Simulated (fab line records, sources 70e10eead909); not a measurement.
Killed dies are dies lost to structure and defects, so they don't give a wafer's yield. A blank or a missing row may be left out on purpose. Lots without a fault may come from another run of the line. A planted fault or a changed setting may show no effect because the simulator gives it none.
Chamber matching | flow nand_harc | NHARC_A_STAIRCASE_TRIM_12 on rie_diel-05: 4 sister chambers
The step chemistry O2, time 211.2 s. 18 wafers are shown with their chamber, then 9 later ones without.

WAFERS WITH THEIR CHAMBER
wafer  | chamber | drypump_motor_current_A (A) | showerhead_plenum_p_Torr (Torr) | oes_product_au (a.u.)
L074.2 | 2       | 6.4                         | 3.37                            | 0.988
L074.3 | 0       | 5.5                         | 3.66                            | 0.996
L074.5 | 0       | 5.5                         | 3.66                            | 0.995
L075.1 | 0       | 5.5                         | 3.66                            | 0.998
L075.2 | 3       | 5.0                         | 3.29                            | 0.990
L075.4 | 2       | 6.4                         | 3.37                            | 0.986
L084.1 | 0       | 5.5                         | 3.64                            | 1.010
L084.2 | 1       | 6.7                         | 3.42                            | 0.994
L084.4 | 3       | 4.9                         | 3.80                            | 1.004
L087.3 | 0       | 5.5                         | 3.64                            | 1.004
L087.4 | 1       | 6.6                         | 3.41                            | 0.999
L087.6 | 0       | 5.5                         | 3.64                            | 0.998
L088.3 | 0       | 5.5                         | 3.63                            | 1.008
L088.5 | 1       | 6.7                         | 3.41                            | 0.987
L088.6 | 0       | 5.5                         | 3.64                            | 1.004
L089.3 | 2       | 6.3                         | 3.35                            | 0.998
L089.4 | 3       | 5.0                         | 3.79                            | 1.003
L089.6 | 2       | 6.3                         | 3.35                            | 0.999

SIGNATURES (means of the wafers above)
reading                  | chamber 0 | chamber 1 | chamber 2 | chamber 3 | scatter within a chamber
drypump_motor_current_A  | 5.500     | 6.667     | 6.350     | 4.967     | 0.0408
showerhead_plenum_p_Torr | 3.6463    | 3.4133    | 3.3600    | 3.6267    | 0.111
oes_product_au           | 1.00162   | 0.99333   | 0.99275   | 0.99900   | 0.00629
Rule: a wafer's distance from a chamber is the root of the sum, over the readings, of the square of ((its reading less the chamber's mean) divided by the reading's scatter). The wafer belongs to the nearest chamber; if the next one is less than 2 further off, it can't be placed. The scatter: the root of (the sum of the squares of (reading less its chamber's mean) over the shown wafers, divided by (wafers less chambers)).

WAFERS WITHOUT THEIR CHAMBER
wafer  | drypump_motor_current_A (A) | showerhead_plenum_p_Torr (Torr) | oes_product_au (a.u.)
L092.4 | 6.7                         | 3.40                            | 0.996
L092.5 | 6.3                         | 3.35                            | 0.998
L092.6 | 5.0                         | 3.78                            | 1.002
L094.1 | 5.0                         | 3.78                            | 1.002
L094.2 | 6.6                         | 3.40                            | 0.992
L094.3 | 6.3                         | 3.35                            | 1.005
L096.2 | 6.3                         | 3.34                            | 1.012
L096.3 | 5.5                         | 3.62                            | 1.014
L096.6 | 6.4                         | 3.34                            | 1.002

WHICH CHAMBER EACH WENT THROUGH
wafer  | from the rows above | in truth
L092.4 | 1                   | 1
L092.5 | 2                   | 2
L092.6 | 3                   | 3
L094.1 | 3                   | 3
L094.2 | 1                   | 1
L094.3 | 2                   | 2
L096.2 | 2                   | 2
L096.3 | 0                   | 0
L096.6 | 2                   | 2
Placed correctly: 9 of 9. Can't be placed from these rows: 0. Placed wrongly: 0.
